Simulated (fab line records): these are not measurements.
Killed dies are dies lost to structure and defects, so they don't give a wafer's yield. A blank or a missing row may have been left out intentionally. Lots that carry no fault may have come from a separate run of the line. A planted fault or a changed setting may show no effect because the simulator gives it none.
Chamber matching || flow n5_finfet || N5_BEOL_M8_STRIP_67 on rie_diel-05: 4 sister chambers
The step strips in CF4. 8 wafers are shown with their chamber, then 7 later ones without.

WAFERS WITH THEIR CHAMBER
{"wafer": "L083.2", "chamber": 1, "throttle_valve_pct (%)": 13.53, "oes_product_au (a.u.)": 0.87}
{"wafer": "L083.4", "chamber": 0, "throttle_valve_pct (%)": 13.79, "oes_product_au (a.u.)": 0.70}
{"wafer": "L086.2", "chamber": 0, "throttle_valve_pct (%)": 13.80, "oes_product_au (a.u.)": 0.69}
{"wafer": "L085.1", "chamber": 1, "throttle_valve_pct (%)": 13.56, "oes_product_au (a.u.)": 0.85}
{"wafer": "L085.3", "chamber": 3, "throttle_valve_pct (%)": 14.05, "oes_product_au (a.u.)": 0.69}
{"wafer": "L085.4", "chamber": 2, "throttle_valve_pct (%)": 13.50, "oes_product_au (a.u.)": 0.74}
{"wafer": "L089.3", "chamber": 2, "throttle_valve_pct (%)": 13.52, "oes_product_au (a.u.)": 0.74}
{"wafer": "L089.4", "chamber": 3, "throttle_valve_pct (%)": 14.07, "oes_product_au (a.u.)": 0.69}

WAFERS WHOSE CHAMBER IS MISSING
{"wafer": "L089.6", "throttle_valve_pct (%)": 13.53, "oes_product_au (a.u.)": 0.74}
{"wafer": "L094.2", "throttle_valve_pct (%)": 14.06, "oes_product_au (a.u.)": 0.69}
{"wafer": "L094.3", "throttle_valve_pct (%)": 13.84, "oes_product_au (a.u.)": 0.68}
{"wafer": "L094.5", "throttle_valve_pct (%)": 13.53, "oes_product_au (a.u.)": 0.73}
{"wafer": "L096.4", "throttle_valve_pct (%)": 13.56, "oes_product_au (a.u.)": 0.73}
{"wafer": "L096.5", "throttle_valve_pct (%)": 13.86, "oes_product_au (a.u.)": 0.68}
{"wafer": "L096.6", "throttle_valve_pct (%)": 13.61, "oes_product_au (a.u.)": 0.83}

WHICH CHAMBER EACH ONE RAN IN
{"wafer": "L089.6", "from the rows above": 2, "in truth": 2}
{"wafer": "L094.2", "from the rows above": 3, "in truth": 3}
{"wafer": "L094.3", "from the rows above": 0, "in truth": 0}
{"wafer": "L094.5", "from the rows above": 2, "in truth": 2}
{"wafer": "L096.4", "from the rows above": 2, "in truth": 2}
{"wafer": "L096.5", "from the rows above": 0, "in truth": 0}
{"wafer": "L096.6", "from the rows above": 1, "in truth": 1}
Placed correctly: 7 of 7. Can't be placed from these rows: 0. Number placed wrongly: 0.
How it was worked out, from the rows above alone: a wafer's distance from a chamber is the root of the sum, over the readings, of the square of ((its reading less the chamber's mean) divided by the reading's scatter). If the next closest chamber is less than 2 further off than the closest, the wafer can't be placed; otherwise it belongs to the closest. A chamber's mean is the mean of its shown wafers. The scatter: the root of (the sum of the squares of (reading less its chamber's mean) over the shown wafers, divided by (wafers less chambers)).
